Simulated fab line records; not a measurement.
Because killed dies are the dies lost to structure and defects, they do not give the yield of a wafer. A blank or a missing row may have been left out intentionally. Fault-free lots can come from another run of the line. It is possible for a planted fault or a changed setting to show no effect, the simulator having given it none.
Matching of chambers + flow nand-harc + 3 sister chambers for NHARC_THIN_TSV_DEP_43 on pecvd-02
The step deposits SiO2, target thk 1328.5 nm. 6 wafers are shown with their chamber, then 7 later ones without.

== WAFERS PAIRED WITH THEIR CHAMBERS ==
| wafer  | chamber | throttle-valve-pct (%) |
|--------|---------|------------------------|
| L447.1 | 2       | 16.2                   |
| L449.1 | 0       | 15.8                   |
| L449.2 | 1       | 16.4                   |
| L449.4 | 0       | 15.2                   |
| L451.1 | 1       | 16.6                   |
| L451.4 | 2       | 16.3                   |

== WAFERS WITH NO CHAMBER GIVEN ==
| wafer  | throttle-valve-pct (%) |
|--------|------------------------|
| L451.5 | 16.3                   |
| L452.1 | 16.4                   |
| L452.3 | 16.3                   |
| L452.5 | 16.4                   |
| L455.1 | 16.2                   |
| L455.2 | 16.3                   |
| L455.6 | 16.0                   |

== WHICH CHAMBER EACH ONE RAN IN ==
| wafer  | from the rows above          | in truth |
|--------|------------------------------|----------|
| L451.5 | can't be placed: 2 or 1      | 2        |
| L452.1 | can't be placed: 1 or 2      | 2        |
| L452.3 | can't be placed: 2 or 1      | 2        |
| L452.5 | can't be placed: 1 or 2      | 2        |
| L455.1 | can't be placed: 2 or 1      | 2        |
| L455.2 | can't be placed: 2 or 1      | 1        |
| L455.6 | can't be placed: 2 or 0 or 1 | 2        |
0 of 7 placed correctly. Not placeable from these rows: 7 (in 7, the candidates include the true chamber). Wrongly placed: 0.
How it was worked out, from the rows above alone: a wafer's distance from a chamber is the root of the sum, over the readings, of the square of ((its reading less the chamber's mean) divided by the reading's scatter). The wafer belongs to the nearest chamber; if the next one is less than 2 further off, it can't be placed. Each chamber's mean is taken over the wafers shown for it. The scatter is the square root of a quotient: the sum, over the shown wafers, of each reading's squared deviation from its chamber's mean, divided by wafers minus chambers.
